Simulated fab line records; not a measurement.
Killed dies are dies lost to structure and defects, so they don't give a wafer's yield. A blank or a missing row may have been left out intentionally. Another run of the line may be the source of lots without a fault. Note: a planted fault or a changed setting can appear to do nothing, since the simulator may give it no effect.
Chamber matching    flow n5_finfet    cvd_co-02 running N5_BEOL_M1_CO_CAP_55: 3 sister chambers
The step material Co, precursor CCTBA/H2, target thk 2 nm, time 102.1 s. 30 wafers are shown with their chamber, then 12 later ones without.

== WAFERS WITH THEIR CHAMBER ==
wafer   chamber  heater_power_w (W)
L074.2  0        242
L074.3  0        244
L074.4  2        258
L076.1  2        252
L076.2  0        246
L076.5  1        203
L077.1  0        249
L077.2  1        205
L077.3  2        260
L078.3  0        250
L078.5  2        261
L078.6  0        246
L080.2  0        247
L080.4  1        203
L080.5  0        255
L079.1  2        256
L079.4  2        266
L079.6  1        195
L083.2  2        251
L083.5  0        252
L083.6  2        260
L082.1  2        260
L082.3  0        249
L082.6  0        246
L084.3  0        246
L084.5  1        206
L084.6  0        242
L087.2  0        247
L087.3  1        202
L087.4  1        210

SIGNATURES, as means of the wafers listed above
reading         chamber 0  chamber 1  chamber 2  scatter within a chamber
heater_power_w  247.21     203.43     258.22     4.16
Rule: for a wafer and a chamber, the distance is found by dividing, reading by reading, the gap between the wafer's reading and the chamber's mean by the reading's scatter, squaring, summing and taking the root. If the next closest chamber is less than 2 further off than the closest, the wafer can't be placed; otherwise it belongs to the closest. How the scatter is found: for the shown wafers, subtract from each reading the mean of its chamber, square and add these, divide the total by (wafers less chambers), then take the root.

== WAFERS WHOSE CHAMBER IS MISSING ==
wafer   heater_power_w (W)
L089.2  247
L089.3  254
L089.6  204
L091.2  248
L091.4  200
L091.5  255
L095.2  202
L095.3  258
L095.5  201
L096.2  203
L096.4  250
L096.6  203

== THE CHAMBER EACH PASSED THROUGH ==
wafer   from the rows above      in truth
L089.2  0                        0
L089.3  can't be placed: 2 or 0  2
L089.6  1                        1
L091.2  0                        0
L091.4  1                        1
L091.5  can't be placed: 2 or 0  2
L095.2  1                        1
L095.3  2                        2
L095.5  1                        1
L096.2  1                        1
L096.4  can't be placed: 0 or 2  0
L096.6  1                        1
Correct placement for 9 of the 12. Not placeable from these rows: 3 (in 3, the candidates include the true chamber). Wrongly placed: 0.
